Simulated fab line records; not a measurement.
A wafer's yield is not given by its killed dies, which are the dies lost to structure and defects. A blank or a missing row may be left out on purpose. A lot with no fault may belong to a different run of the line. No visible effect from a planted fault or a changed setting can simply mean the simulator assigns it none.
Which tool did it? / flow nand_harc / 11 lots with 33 wafers sampled at 8 steps, on a route of 1159 steps

## WHAT EACH GAUGE READ, for each wafer
NHARC_A_ONON_D1_THK_MEAS_05: measures by ellipsometry. Usual: 1002 nm for thk_nm, sd 8.1.
lot=L978; measured=day 10 03:20; on=film_metro-01; thk_nm (nm)=1009 1007 1007; flag=
lot=L980; measured=day 10 03:41; on=film_metro-01; thk_nm (nm)=1013 1009 1011; flag=
lot=L981; measured=day 10 03:42; on=film_metro-01; thk_nm (nm)=995 993 993; flag=
lot=L983; measured=day 10 13:15; on=film_metro-01; thk_nm (nm)=996 996 994; flag=
lot=L982; measured=day 10 18:01; on=film_metro-01; thk_nm (nm)=997 999 997; flag=
lot=L990; measured=day 11 03:04; on=film_metro-01; thk_nm (nm)=1002 1001 1002; flag=
lot=L991; measured=day 11 11:31; on=film_metro-01; thk_nm (nm)=1003 1004 1005; flag=
lot=L993; measured=day 11 11:32; on=film_metro-02; thk_nm (nm)=1003 1004 1005; flag=
lot=L996; measured=day 12 03:39; on=film_metro-02; thk_nm (nm)=999 1000 997; flag=
lot=L997; measured=day 12 08:19; on=film_metro-01; thk_nm (nm)=1009 1011 1009; flag=
lot=L100; measured=day 12 23:32; on=film_metro-02; thk_nm (nm)=993 992 995; flag=

NHARC_A_ONON_D1_INSPECT_32. Usual: 70 for raw_defect_count, sd 24.
lot=L978; measured=day 10 18:21; on=defect_inspect-02; raw_defect_count=171 101 106; flag=
lot=L980; measured=day 10 17:44; on=defect_inspect-02; raw_defect_count=59 90 69; flag=
lot=L981; measured=day 10 18:00; on=defect_inspect-01; raw_defect_count=72 36 61; flag=
lot=L983; measured=day 11 06:24; on=defect_inspect-02; raw_defect_count=39 51 60; flag=
lot=L982; measured=day 11 05:44; on=defect_inspect-02; raw_defect_count=66 68 57; flag=
lot=L990; measured=day 11 16:09; on=defect_inspect-01; raw_defect_count=94 77 43; flag=
lot=L991; measured=day 12 00:20; on=defect_inspect-01; raw_defect_count=42 37 56; flag=
lot=L993; measured=day 12 00:43; on=defect_inspect-01; raw_defect_count=79 51 44; flag=
lot=L996; measured=day 12 16:11; on=defect_inspect-02; raw_defect_count=44 63 51; flag=
lot=L997; measured=day 12 21:56; on=defect_inspect-02; raw_defect_count=45 76 77; flag=
lot=L100; measured=day 13 14:23; on=defect_inspect-01; raw_defect_count=64 58 47; flag=

NHARC_A_CHANNEL_HOLE_D1_CD_MEAS_10: the cd target is 100 nm. Usual: 100.3 nm for cd_nm, sd 0.55.
lot=L978; measured=day 10 23:11; on=cd_sem-02; cd_nm (nm)=101.0 100.5 100.4; flag=
lot=L980; measured=day 10 22:19; on=cd_sem-01; cd_nm (nm)=100.2 100.2 100.1; flag=
lot=L981; measured=day 10 22:48; on=cd_sem-01; cd_nm (nm)=99.9 101.0 100.1; flag=
lot=L983; measured=day 11 09:59; on=cd_sem-02; cd_nm (nm)=101.1 101.1 101.5; flag=
lot=L982; measured=day 11 08:29; on=cd_sem-01; cd_nm (nm)=100.7 100.2 100.5; flag=
lot=L990; measured=day 11 18:53; on=cd_sem-02; cd_nm (nm)=100.0 100.2 99.3; flag=
lot=L991; measured=day 12 03:25; on=cd_sem-02; cd_nm (nm)=107.0 107.1 106.9; flag=OFF
lot=L993; measured=day 12 05:14; on=cd_sem-03; cd_nm (nm)=106.4 105.5 106.4; flag=OFF
lot=L996; measured=day 12 19:30; on=cd_sem-01; cd_nm (nm)=99.7 100.5 99.9; flag=
lot=L997; measured=day 13 01:01; on=cd_sem-01; cd_nm (nm)=100.3 101.3 100.6; flag=
lot=L100; measured=day 13 19:13; on=cd_sem-01; cd_nm (nm)=101.1 101.0 101.2; flag=

NHARC_A_CHANNEL_HOLE_D1_CD_MEAS_30. Usual: 90.8 nm for cd_nm, sd 1.2.
lot=L978; measured=day 11 12:04; on=cd_sem-02; cd_nm (nm)=91.0 91.6 90.8; flag=
lot=L980; measured=day 11 07:54; on=cd_sem-03; cd_nm (nm)=90.2 91.7 90.5; flag=
lot=L981; measured=day 11 08:29; on=cd_sem-02; cd_nm (nm)=90.4 91.3 89.6; flag=
lot=L983; measured=day 11 22:03; on=cd_sem-02; cd_nm (nm)=93.4 93.6 92.4; flag=
lot=L982; measured=day 11 18:19; on=cd_sem-03; cd_nm (nm)=88.4 91.0 92.3; flag=
lot=L990; measured=day 12 06:24; on=cd_sem-03; cd_nm (nm)=89.7 90.0 90.2; flag=
lot=L991; measured=day 12 10:56; on=cd_sem-03; cd_nm (nm)=96.3 96.3 97.5; flag=OFF
lot=L993; measured=day 12 18:55; on=cd_sem-03; cd_nm (nm)=98.7 95.2 98.2; flag=OFF
lot=L996; measured=day 13 02:23; on=cd_sem-02; cd_nm (nm)=90.1 89.6 88.8; flag=
lot=L997; measured=day 13 07:55; on=cd_sem-01; cd_nm (nm)=90.9 91.9 93.0; flag=
lot=L100; measured=day 14 05:45; on=cd_sem-03; cd_nm (nm)=93.6 91.1 93.3; flag=

NHARC_END_SORT_01. Usual: killed_at_array 29, standard deviation 11; killed_at_other 0.5, standard deviation 0.85; killed_at_periphery 3.0, standard deviation 2.3; killed_dies 33, standard deviation 12; killed_open 3.3, standard deviation 1.9; killed_short 2.0, standard deviation 1.5.
lot=L991; measured=day 26 19:28; on=prober-01; killed_at_array=39; killed_at_other=1; killed_at_periphery=4; killed_dies=44; killed_open=2; killed_short=1; flag=

## WHAT TOOL EACH LOT RAN ON (gives the tool, then ch and the chambers of the sampled wafers, and finally the start)
lot=L978; NHARC_A_CHANNEL_HOLE_D1_EXPOSE_07=arfi_scanner-01 ch 0, day 10 23:02; NHARC_A_CHANNEL_HOLE_D1_ETCH_39=rie_diel-09 ch 0,2,3, day 11 12:04 or earlier; NHARC_A_CHANNEL_HOLE_D1_XSEM_31=xsem-01 ch 0, day 11 12:08
lot=L980; NHARC_A_CHANNEL_HOLE_D1_EXPOSE_07=arfi_scanner-01 ch 0, day 10 22:10; NHARC_A_CHANNEL_HOLE_D1_ETCH_39=rie_diel-10 ch 0,2, day 11 07:54 or earlier; NHARC_A_CHANNEL_HOLE_D1_XSEM_31=xsem-01 ch 0, day 11 07:59
lot=L981; NHARC_A_CHANNEL_HOLE_D1_EXPOSE_07=arfi_scanner-02 ch 0, day 10 22:40; NHARC_A_CHANNEL_HOLE_D1_ETCH_39=rie_diel-13 ch 0,3, day 11 08:29 or earlier; NHARC_A_CHANNEL_HOLE_D1_XSEM_31=xsem-02 ch 0, day 11 08:34
lot=L983; NHARC_A_CHANNEL_HOLE_D1_EXPOSE_07=arfi_scanner-02 ch 0, day 11 09:50; NHARC_A_CHANNEL_HOLE_D1_ETCH_39=rie_diel-09 ch 1,2,3, day 11 22:03 or earlier; NHARC_A_CHANNEL_HOLE_D1_XSEM_31=xsem-01 ch 0, day 11 22:08
lot=L982; NHARC_A_CHANNEL_HOLE_D1_EXPOSE_07=arfi_scanner-01 ch 0, day 11 08:21; NHARC_A_CHANNEL_HOLE_D1_ETCH_39=rie_diel-13 ch 1,2,3, day 11 18:19 or earlier; NHARC_A_CHANNEL_HOLE_D1_XSEM_31=xsem-02 ch 0, day 11 18:25
lot=L990; NHARC_A_CHANNEL_HOLE_D1_EXPOSE_07=arfi_scanner-01 ch 0, day 11 18:45; NHARC_A_CHANNEL_HOLE_D1_ETCH_39=rie_diel-10 ch 0,2,3, day 12 06:24 or earlier; NHARC_A_CHANNEL_HOLE_D1_XSEM_31=xsem-01 ch 0, day 12 06:29
lot=L991; NHARC_A_CHANNEL_HOLE_D1_EXPOSE_07=arfi_scanner-02 ch 0, day 12 03:16; NHARC_A_CHANNEL_HOLE_D1_ETCH_39=rie_diel-09 ch 0,1,2, day 12 10:56 or earlier; NHARC_A_CHANNEL_HOLE_D1_XSEM_31=xsem-02 ch 0, day 12 11:02
lot=L993; NHARC_A_CHANNEL_HOLE_D1_EXPOSE_07=arfi_scanner-02 ch 0, day 12 05:06; NHARC_A_CHANNEL_HOLE_D1_ETCH_39=rie_diel-10 ch 0,1,3, day 12 18:55 or earlier; NHARC_A_CHANNEL_HOLE_D1_XSEM_31=xsem-01 ch 0, day 12 19:00
lot=L996; NHARC_A_CHANNEL_HOLE_D1_EXPOSE_07=arfi_scanner-01 ch 0, day 12 19:22; NHARC_A_CHANNEL_HOLE_D1_ETCH_39=rie_diel-09 ch 0,1,3, day 13 02:23 or earlier; NHARC_A_CHANNEL_HOLE_D1_XSEM_31=xsem-01 ch 0, day 13 02:28
lot=L997; NHARC_A_CHANNEL_HOLE_D1_EXPOSE_07=arfi_scanner-03 ch 0, day 13 00:53; NHARC_A_CHANNEL_HOLE_D1_ETCH_39=rie_diel-09 ch 0,1,2, day 13 07:55 or earlier; NHARC_A_CHANNEL_HOLE_D1_XSEM_31=xsem-02 ch 0, day 13 08:01
lot=L100; NHARC_A_CHANNEL_HOLE_D1_EXPOSE_07=arfi_scanner-01 ch 0, day 13 19:04; NHARC_A_CHANNEL_HOLE_D1_ETCH_39=rie_diel-13 ch 0,1, day 14 05:45 or earlier; NHARC_A_CHANNEL_HOLE_D1_XSEM_31=xsem-02 ch 0, day 14 05:50
- NHARC_A_CHANNEL_HOLE_D1_EXPOSE_07: exposes mask HOLE D1, target cd 100 nm.
- NHARC_A_CHANNEL_HOLE_D1_ETCH_39: etches the open film in N2/H2, target depth 260 nm, time 325 s.
- NHARC_A_CHANNEL_HOLE_D1_XSEM_31

## WHAT THE TOOLS THEMSELVES READ (means of the sampled wafers that have a number; where no wafer has one, the mark that the record gives instead)
NHARC_A_CHANNEL_HOLE_D1_EXPOSE_07. Usual: 59.66 for exposure_dose_mJ_cm2, sd 0.055.
lot=L978 tool=arfi_scanner-01 exposure_dose_mJ_cm2=59.68 flag=
lot=L980 tool=arfi_scanner-01 exposure_dose_mJ_cm2=59.63 flag=
lot=L981 tool=arfi_scanner-02 exposure_dose_mJ_cm2=59.64 flag=
lot=L983 tool=arfi_scanner-02 exposure_dose_mJ_cm2=59.55 flag=
lot=L982 tool=arfi_scanner-01 exposure_dose_mJ_cm2=59.72 flag=
lot=L990 tool=arfi_scanner-01 exposure_dose_mJ_cm2=59.64 flag=
lot=L991 tool=arfi_scanner-02 exposure_dose_mJ_cm2=69.59 flag=OFF
lot=L993 tool=arfi_scanner-02 exposure_dose_mJ_cm2=67.64 flag=OFF
lot=L996 tool=arfi_scanner-01 exposure_dose_mJ_cm2=59.69 flag=
lot=L997 tool=arfi_scanner-03 exposure_dose_mJ_cm2=59.62 flag=
lot=L100 tool=arfi_scanner-01 exposure_dose_mJ_cm2=59.65 flag=

NHARC_A_CHANNEL_HOLE_D1_ETCH_39. Usual: drypump_motor_current_A 5.6 A, standard deviation 0.53; h2_flow_sccm 150.1 sccm, standard deviation 0.47; oes_product_au 0.997 a.u., standard deviation 0.011; rf_vpp_V 430 V, standard deviation 3; showerhead_plenum_p_Torr 2.03 Torr, standard deviation 0.11; throttle_valve_pct 14.172 %, standard deviation 0.0089.
lot=L978; tool=rie_diel-09; drypump_motor_current_A (A)=5.5; h2_flow_sccm (sccm)=150.4; oes_product_au (a.u.)=0.988; rf_vpp_V (V)=430; showerhead_plenum_p_Torr (Torr)=2.02; throttle_valve_pct (%)=14.167; flag=
lot=L980; tool=rie_diel-10; drypump_motor_current_A (A)=5.8; h2_flow_sccm (sccm)=149.9; oes_product_au (a.u.)=1.001; rf_vpp_V (V)=432; showerhead_plenum_p_Torr (Torr)=2.10; throttle_valve_pct (%)=14.169; flag=
lot=L981; tool=rie_diel-13; drypump_motor_current_A (A)=6.4; h2_flow_sccm (sccm)=149.7; oes_product_au (a.u.)=0.999; rf_vpp_V (V)=426; showerhead_plenum_p_Torr (Torr)=1.91; throttle_valve_pct (%)=14.166; flag=
lot=L983; tool=rie_diel-09; drypump_motor_current_A (A)=5.5; h2_flow_sccm (sccm)=150.3; oes_product_au (a.u.)=0.994; rf_vpp_V (V)=432; showerhead_plenum_p_Torr (Torr)=2.08; throttle_valve_pct (%)=14.172; flag=
lot=L982; tool=rie_diel-13; drypump_motor_current_A (A)=5.7; h2_flow_sccm (sccm)=150.0; oes_product_au (a.u.)=0.997; rf_vpp_V (V)=429; showerhead_plenum_p_Torr (Torr)=2.00; throttle_valve_pct (%)=14.173; flag=
lot=L990; tool=rie_diel-10; drypump_motor_current_A (A)=5.5; h2_flow_sccm (sccm)=150.2; oes_product_au (a.u.)=0.991; rf_vpp_V (V)=430; showerhead_plenum_p_Torr (Torr)=2.04; throttle_valve_pct (%)=14.168; flag=
lot=L991; tool=rie_diel-09; drypump_motor_current_A (A)=5.9; h2_flow_sccm (sccm)=150.1; oes_product_au (a.u.)=0.987; rf_vpp_V (V)=432; showerhead_plenum_p_Torr (Torr)=2.07; throttle_valve_pct (%)=14.167; flag=
lot=L993; tool=rie_diel-10; drypump_motor_current_A (A)=5.3; h2_flow_sccm (sccm)=149.9; oes_product_au (a.u.)=1.004; rf_vpp_V (V)=430; showerhead_plenum_p_Torr (Torr)=2.02; throttle_valve_pct (%)=14.178; flag=
lot=L996; tool=rie_diel-09; drypump_motor_current_A (A)=5.9; h2_flow_sccm (sccm)=149.9; oes_product_au (a.u.)=1.002; rf_vpp_V (V)=430; showerhead_plenum_p_Torr (Torr)=2.05; throttle_valve_pct (%)=14.176; flag=
lot=L997; tool=rie_diel-09; drypump_motor_current_A (A)=5.9; h2_flow_sccm (sccm)=150.6; oes_product_au (a.u.)=0.996; rf_vpp_V (V)=431; showerhead_plenum_p_Torr (Torr)=2.07; throttle_valve_pct (%)=14.173; flag=
lot=L100; tool=rie_diel-13; drypump_motor_current_A (A)=5.9; h2_flow_sccm (sccm)=150.1; oes_product_au (a.u.)=0.982; rf_vpp_V (V)=427; showerhead_plenum_p_Torr (Torr)=1.91; throttle_valve_pct (%)=14.176; flag=

NHARC_A_CHANNEL_HOLE_D1_XSEM_31. Usual: bot_cd_nm 75.6 nm, standard deviation 1.2; bow_nm 8.49 nm, standard deviation 0.29; tilt_deg 0.09 degrees, standard deviation 0.047.
lot=L978; tool=xsem-01; bot_cd_nm (nm)=75.8; bow_nm (nm)=8.41; tilt_deg (degrees)=0.12; flag=
lot=L980; tool=xsem-01; bot_cd_nm (nm)=75.5; bow_nm (nm)=7.78; tilt_deg (degrees)=0.14; flag=
lot=L981; tool=xsem-02; bot_cd_nm (nm)=74.8; bow_nm (nm)=8.76; tilt_deg (degrees)=0.01; flag=
lot=L983; tool=xsem-01; bot_cd_nm (nm)=77.9; bow_nm (nm)=8.93; tilt_deg (degrees)=0.06; flag=
lot=L982; tool=xsem-02; bot_cd_nm (nm)=74.8; bow_nm (nm)=8.81; tilt_deg (degrees)=0.09; flag=
lot=L990; tool=xsem-01; bot_cd_nm (nm)=75.3; bow_nm (nm)=8.35; tilt_deg (degrees)=0.01; flag=
lot=L991; tool=xsem-02; bot_cd_nm (nm)=81.9; bow_nm (nm)=8.54; tilt_deg (degrees)=0.07; flag=OFF
lot=L993; tool=xsem-01; bot_cd_nm (nm)=82.4; bow_nm (nm)=8.66; tilt_deg (degrees)=0.12; flag=OFF
lot=L996; tool=xsem-01; bot_cd_nm (nm)=74.5; bow_nm (nm)=8.25; tilt_deg (degrees)=0.16; flag=
lot=L997; tool=xsem-02; bot_cd_nm (nm)=76.9; bow_nm (nm)=8.80; tilt_deg (degrees)=0.10; flag=
lot=L100; tool=xsem-02; bot_cd_nm (nm)=76.9; bow_nm (nm)=8.15; tilt_deg (degrees)=0.08; flag=

## THE ANSWER, worked out from the rows above alone
Rule: a lot counts as off when the mean over its wafers that have a number is more than 3 standard deviations away from the usual mean. Also off: a lot with no number at a reading for which 4 or more lots have one. The other lots that the step has rows for count as sound. First the gauges in route order, then the tools' own readings, where a lot's mean is used as printed above. The first step at which some lot is off is used, and at that step the reading that is off furthest; a lot without a number counts as furthest.
Off, at NHARC_A_CHANNEL_HOLE_D1_CD_MEAS_10 on cd_nm: L991, L993.
If a tool, at a process step before that reading, ran all the lots that are off and no sound lot after the first of them, it fits. Not tried: the gauges at NHARC_A_CHANNEL_HOLE_D1_CD_MEAS_10; whatever is off there is also off at NHARC_A_CHANNEL_HOLE_D1_EXPOSE_07, on other tools, and gauge error can't account for it. One fits: NHARC_A_CHANNEL_HOLE_D1_EXPOSE_07 on arfi_scanner-02. A fault onset in the window from L983 (day 11 09:50, its last sound lot) to L991 (day 12 03:16, its first lot off) fits.
On the lots that are off, the tool's own readings at NHARC_A_CHANNEL_HOLE_D1_EXPOSE_07 differ by more than 5 times the standard deviation of the sound lots' means, which bears it out; exposure_dose_mJ_cm2 reads 68.62 there versus 59.65 on the sound lots.

## WHAT THE SIMULATOR HAD INSERTED
Process parameter drift: arfi_scanner-02, from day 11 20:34 on, at NHARC_A_CHANNEL_HOLE_D1_EXPOSE_07. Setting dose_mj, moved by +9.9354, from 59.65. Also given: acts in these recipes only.
Struck lots among those shown: L991, L993. The same result came from the rule above.
